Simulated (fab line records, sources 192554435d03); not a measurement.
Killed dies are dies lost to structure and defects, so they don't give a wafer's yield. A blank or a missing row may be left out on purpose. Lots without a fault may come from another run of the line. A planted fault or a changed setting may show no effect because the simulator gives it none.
Which tool did it? | flow n5_finfet | 24 lots, 72 wafers sampled, at 2 steps of a route of 1938

WHAT THE GAUGES READ, wafer by wafer
N5_BEOL_M7_RS_MEAS_57: measures by four-point-probe. Usual: M7_RS 0.289 ohm/sq, standard deviation 0.0073.
lot  | measured     | on            | M7_RS (ohm/sq)    | flag
L074 | day 9 03:56  | film_metro-02 | 0.284 0.282 0.291 |
L075 | day 9 11:43  | film_metro-01 | 0.285 0.295 0.290 |
L076 | day 10 07:58 | film_metro-01 | 0.287 0.299 0.292 |
L078 | day 10 08:18 | film_metro-02 | 0.291 0.284 0.280 |
L077 | day 10 08:21 | film_metro-01 | 0.299 0.284 0.294 |
L079 | day 10 14:18 | film_metro-01 | 0.290 0.286 0.292 |
L081 | day 10 22:06 | film_metro-02 | 0.297 0.284 0.288 |
L080 | day 10 22:20 | film_metro-02 | 0.288 0.291 0.291 |
L082 | day 10 22:33 | film_metro-02 | 0.286 0.296 0.298 |
L083 | day 11 09:47 | film_metro-01 | 0.297 0.294 0.304 |
L086 | day 12 08:59 | film_metro-02 | 0.279 0.288 0.289 |
L084 | day 12 10:59 | film_metro-02 | 0.295 0.294 0.287 |
L085 | day 12 16:57 | film_metro-01 | 0.287 0.273 0.297 |
L088 | day 12 18:26 | film_metro-01 | 0.285 0.281 0.274 |
L087 | day 12 18:57 | film_metro-01 | 0.294 0.283 0.285 |
L089 | day 13 11:26 | film_metro-01 | 0.287 0.292 0.293 |
L090 | day 13 12:07 | film_metro-01 | 0.281 0.293 0.279 |
L092 | day 13 18:30 | film_metro-01 | 0.284 0.309 0.285 |
L091 | day 13 21:59 | film_metro-02 | 0.302 0.297 0.293 |
L094 | day 14 05:21 | film_metro-01 | 0.284 0.291 0.294 |
L093 | day 14 07:20 | film_metro-02 | 0.285 0.294 0.280 |
L096 | day 14 18:47 | film_metro-02 | 0.293 0.284 0.289 |
L095 | day 14 21:37 | film_metro-01 | 0.277 0.293 0.280 |
L097 | day 15 04:44 | film_metro-02 | 0.297 0.284 0.279 |

WHICH TOOL RAN EACH LOT (tool, then ch and the chambers of the sampled wafers, then the start)
lot  | N5_BEOL_M7_ALD_77
L074 | ald_metal-01 ch 0,1,2, day 9 02:13
L075 | ald_metal-01 ch 0,2,3, day 9 09:59
L076 | ald_metal-03 ch 0,2,3, day 10 05:38
L078 | ald_metal-02 ch 1,2, day 10 06:41
L077 | ald_metal-01 ch 1,2, day 10 06:43
L079 | ald_metal-01 ch 2,3, day 10 12:29
L081 | ald_metal-02 ch 0,1,2, day 10 20:03
L080 | ald_metal-01 ch 1,2,3, day 10 20:09
L082 | ald_metal-03 ch 2,3, day 10 20:15
L083 | ald_metal-01 ch 0,1, day 11 07:46
L086 | ald_metal-02 ch 1,2,3, day 12 07:31
L084 | ald_metal-02 ch 0,3, day 12 08:01
L085 | ald_metal-03 ch 0,2,3, day 12 11:26
L088 | ald_metal-01 ch 1,2,3, day 12 16:31
L087 | ald_metal-02 ch 2,3, day 12 17:01
L089 | ald_metal-03 ch 0,1,3, day 13 09:16
L090 | ald_metal-03 ch 1,2,3, day 13 09:42
L092 | ald_metal-01 ch 0,1,3, day 13 16:51
L091 | ald_metal-03 ch 0,2, day 13 20:28
L094 | ald_metal-02 ch 2,3, day 14 02:40
L093 | ald_metal-02 ch 0,3, day 14 05:36
L096 | ald_metal-02 ch 1,2, day 14 17:22
L095 | ald_metal-02 ch 0,1,3, day 14 19:44
L097 | ald_metal-02 ch 2,3, day 15 02:57
- N5_BEOL_M7_ALD_77: deposits TaN, target thk 2 nm, pulse time 2 s, purge time 3 s.

WHAT THE TOOLS THEMSELVES READ (means of the sampled wafers that have a number; where no wafer has one, the mark that the record gives instead)
N5_BEOL_M7_ALD_77. Usual: heater_power_w 438 W, standard deviation 43.
lot  | tool         | heater_power_w (W) | flag
L074 | ald_metal-01 | 436                |
L075 | ald_metal-01 | 476                |
L076 | ald_metal-03 | 402                |
L078 | ald_metal-02 | 424                |
L077 | ald_metal-01 | 423                |
L079 | ald_metal-01 | 466                |
L081 | ald_metal-02 | 432                |
L080 | ald_metal-01 | 429                |
L082 | ald_metal-03 | 443                |
L083 | ald_metal-01 | 455                |
L086 | ald_metal-02 | 455                |
L084 | ald_metal-02 | 445                |
L085 | ald_metal-03 | 407                |
L088 | ald_metal-01 | 431                |
L087 | ald_metal-02 | 477                |
L089 | ald_metal-03 | 385                |
L090 | ald_metal-03 | 422                |
L092 | ald_metal-01 | 449                |
L091 | ald_metal-03 | 425                |
L094 | ald_metal-02 | 477                |
L093 | ald_metal-02 | 434                |
L096 | ald_metal-02 | 451                |
L095 | ald_metal-02 | 435                |
L097 | ald_metal-02 | 472                |

THE ANSWER, worked out from the rows above alone
Rule: a lot is off if the mean of its wafers that have a number lies more than 3 standard deviations from the usual mean. A lot without any number at a reading at which 4 lots or more have one is off too. The other lots that the step has rows for count as sound. The gauges are gone through in route order, then the tools' own readings, and for those a lot's mean is taken as printed above. The first step at which some lot is off is used, and at that step the reading that is off furthest; a lot without a number counts as furthest.
No lot is off at any reading shown: from this, nothing can be told.

WHAT THE SIMULATOR HAD PUT IN
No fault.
